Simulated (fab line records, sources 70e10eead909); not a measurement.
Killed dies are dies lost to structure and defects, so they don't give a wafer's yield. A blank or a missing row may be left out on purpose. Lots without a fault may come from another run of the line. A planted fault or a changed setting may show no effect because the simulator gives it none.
Which tool did it? | flow nand_harc | 14 lots, 42 wafers sampled, at 5 steps of a route of 1159

WHAT THE GAUGES READ, wafer by wafer
NHARC_A_BLC_INSPECT_12.
lot  | measured     | on                | raw_defect_count
L968 | day 17 13:55 | defect_inspect-01 | 15 32 26
L969 | day 17 14:12 | defect_inspect-01 | 15 12 18
L970 | day 17 23:32 | defect_inspect-01 | 10 9 12
L972 | day 18 10:01 | defect_inspect-02 | 18 9 12
L974 | day 19 01:12 | defect_inspect-01 | 46 45 37
L980 | day 20 00:06 | defect_inspect-01 | 10 7 11
L981 | day 20 06:26 | defect_inspect-01 | 17 18 12
L983 | day 20 21:09 | defect_inspect-02 | 26 35 40
L984 | day 21 03:23 | defect_inspect-02 | 29 49 45
L985 | day 21 15:05 | defect_inspect-02 | 39 27 29
L986 | day 21 15:37 | defect_inspect-01 | 13 18 18
L989 | day 21 19:49 | defect_inspect-02 | 54 45 53
L990 | day 22 12:52 | defect_inspect-01 | 17 23 23
L991 | day 23 20:55 | defect_inspect-01 | 39 53 45

NHARC_END_SORT_01.
lot  | measured     | on        | killed_at_array | killed_at_other | killed_at_periphery | killed_dies | killed_open | killed_short
L981 | day 22 11:29 | prober-02 | 231 243 230     | 0 0 1           | 1 2 4               | 232 245 235 | 4 4 4       | 1 2 2
L983 | day 23 01:52 | prober-01 | 253 241 246     | 2 2 0           | 4 5 2               | 259 248 248 | 3 6 4       | 3 2 3
L984 | day 23 13:21 | prober-02 | 253 255 260     | 0 0 0           | 0 0 0               | 253 255 260 | 5 7 7       | 3 1 0

WHICH TOOL RAN EACH LOT (tool, then ch and the chambers of the sampled wafers, then the start)
lot  | NHARC_A_CONTACT_ETCH_136             | NHARC_A_BLC_PVD_32           | NHARC_A_BLC_ALD_23
L968 | har_cap_etch-02 ch 0,1, day 17 04:15 | pvd_sputter-01, day 17 15:41 | ald_metal-04 ch 0,1,2, day 17 15:48
L969 | har_cap_etch-01 ch 0,1, day 17 04:54 | pvd_sputter-01, day 17 16:13 | ald_metal-02 ch 0,2,3, day 17 16:20
L970 | har_cap_etch-01 ch 0,1, day 17 13:56 | pvd_sputter-03, day 18 01:21 | ald_metal-02 ch 0,1,3, day 18 01:26
L972 | har_cap_etch-01 ch 0,1, day 18 02:06 | pvd_sputter-03, day 18 11:46 | ald_metal-04 ch 0,2,3, day 18 11:53
L974 | har_cap_etch-03 ch 0,1, day 18 18:32 | pvd_sputter-02, day 19 03:13 | ald_metal-02 ch 1,2,3, day 19 03:22
L980 | har_cap_etch-02 ch 0,1, day 19 16:49 | pvd_sputter-02, day 20 01:54 | ald_metal-02 ch 0,2,3, day 20 02:01
L981 | har_cap_etch-03 ch 0,1, day 20 02:22 | pvd_sputter-02, day 20 08:12 | ald_metal-04 ch 0,1,2, day 20 08:19
L983 | har_cap_etch-03 ch 0, day 20 16:32   | pvd_sputter-02, day 20 22:56 | ald_metal-02 ch 0,2, day 20 23:04
L984 | har_cap_etch-02 ch 0,1, day 20 23:20 | pvd_sputter-02, day 21 05:11 | ald_metal-04 ch 0,1, day 21 05:19
L985 | har_cap_etch-02 ch 0,1, day 21 03:20 | pvd_sputter-02, day 21 16:52 | ald_metal-02 ch 0,3, day 21 16:59
L986 | har_cap_etch-03 ch 0,1, day 21 04:57 | pvd_sputter-01, day 21 18:29 | ald_metal-04 ch 1,2, day 21 18:36
L989 | har_cap_etch-01 ch 0,1, day 21 15:52 | pvd_sputter-02, day 21 21:34 | ald_metal-01 ch 1,2,3, day 21 21:42
L990 | har_cap_etch-03 ch 0,1, day 22 07:23 | pvd_sputter-03, day 22 14:54 | ald_metal-04 ch 0,1,2, day 22 15:01
L991 | har_cap_etch-02 ch 0,1, day 23 16:05 | pvd_sputter-02, day 23 22:58 | ald_metal-01 ch 2,3, day 23 23:03
- NHARC_A_CONTACT_ETCH_136: etches the open film in C4F8/O2/Ar, time 132 s, target depth 1287 nm.
- NHARC_A_BLC_PVD_32: deposits Ti, target thk 5 nm, time 17.7 s.
- NHARC_A_BLC_ALD_23: deposits TiN, target thk 3 nm, pulse time 1 s, ald cycles 150.

WHAT THE TOOLS THEMSELVES READ (means of the sampled wafers that have a number; where no wafer has one, the mark that the record gives instead)
NHARC_A_CONTACT_ETCH_136.
lot  | tool            | oes_air_line_au (a.u.)
L968 | har_cap_etch-02 | 0.997
L969 | har_cap_etch-01 | 1.003
L970 | har_cap_etch-01 | 0.990
L972 | har_cap_etch-01 | 1.000
L974 | har_cap_etch-03 | 0.990
L980 | har_cap_etch-02 | 1.020
L981 | har_cap_etch-03 | 1.005
L983 | har_cap_etch-03 | 0.985
L984 | har_cap_etch-02 | 0.995
L985 | har_cap_etch-02 | 1.018
L986 | har_cap_etch-03 | 0.986
L989 | har_cap_etch-01 | 0.994
L990 | har_cap_etch-03 | 0.996
L991 | har_cap_etch-02 | 0.991

NHARC_A_BLC_PVD_32.
lot  | tool           | cathode_dc_power_W (W) | chamber_pressure_pa (Pa) | throttle_valve_pct (%)
L968 | pvd_sputter-01 | 4998.9                 | 4.986                    | 31.2
L969 | pvd_sputter-01 | 5000.1                 | 4.994                    | 31.3
L970 | pvd_sputter-03 | 5001.1                 | 4.999                    | 31.0
L972 | pvd_sputter-03 | 4999.9                 | 4.990                    | 31.9
L974 | pvd_sputter-02 | 5000.4                 | 5.001                    | 29.9
L980 | pvd_sputter-02 | 5000.8                 | 5.003                    | 30.3
L981 | pvd_sputter-02 | -                      | -                        | -
L983 | pvd_sputter-02 | -                      | -                        | -
L984 | pvd_sputter-02 | -                      | -                        | -
L985 | pvd_sputter-02 | 4999.4                 | 4.983                    | 30.4
L986 | pvd_sputter-01 | 4999.7                 | 4.996                    | 30.9
L989 | pvd_sputter-02 | 4999.4                 | 4.997                    | 31.5
L990 | pvd_sputter-03 | 5000.3                 | 4.993                    | 30.7
L991 | pvd_sputter-02 | 4999.3                 | 4.999                    | 30.3

NHARC_A_BLC_ALD_23.
lot  | tool         | heater_power_w (W) | precursor_pulse_height_rel
L968 | ald_metal-04 | 1040               | 0.990
L969 | ald_metal-02 | 1026               | 0.998
L970 | ald_metal-02 | 1021               | 1.001
L972 | ald_metal-04 | 1080               | 1.003
L974 | ald_metal-02 | 1068               | 1.009
L980 | ald_metal-02 | 1041               | 0.995
L981 | ald_metal-04 | 1044               | 0.986
L983 | ald_metal-02 | 1048               | 0.984
L984 | ald_metal-04 | 1023               | 1.002
L985 | ald_metal-02 | 1031               | 1.023
L986 | ald_metal-04 | 1010               | 0.997
L989 | ald_metal-01 | 1091               | 0.997
L990 | ald_metal-04 | 1046               | 0.993
L991 | ald_metal-01 | 1125               | 1.006

THE ANSWER, worked out from the rows above alone
Rule: what is usual is taken from the lots themselves. Put in order of their means at a reading, lots are off if they are a third of the lots or fewer, leave a main group of 4 or more, and stand apart from it by a gap of 3 or more times the standard deviation of the main group's means; of several such gaps the widest counts. A main group whose means are all the same, to the digits that the tables above print for the reading, isn't used. A lot without any number at a reading at which 4 lots or more have one is off too. The other lots that the step has rows for count as sound. The gauges are gone through in route order, then the tools' own readings, and for those a lot's mean is taken as printed above. The first step at which some lot is off is used, and at that step the reading that is off furthest; a lot without a number counts as furthest.
Off: L981, L983, L984, at NHARC_A_BLC_PVD_32 (cathode_dc_power_W). Without a number there: L981, L983, L984. The main group: mean 4999.9 W, standard deviation 0.65.
A tool fits if, at that step or a process step before it, it ran every lot that is off, and no sound lot after the first of them. None of those tried fits.

WHAT THE SIMULATOR HAD PUT IN
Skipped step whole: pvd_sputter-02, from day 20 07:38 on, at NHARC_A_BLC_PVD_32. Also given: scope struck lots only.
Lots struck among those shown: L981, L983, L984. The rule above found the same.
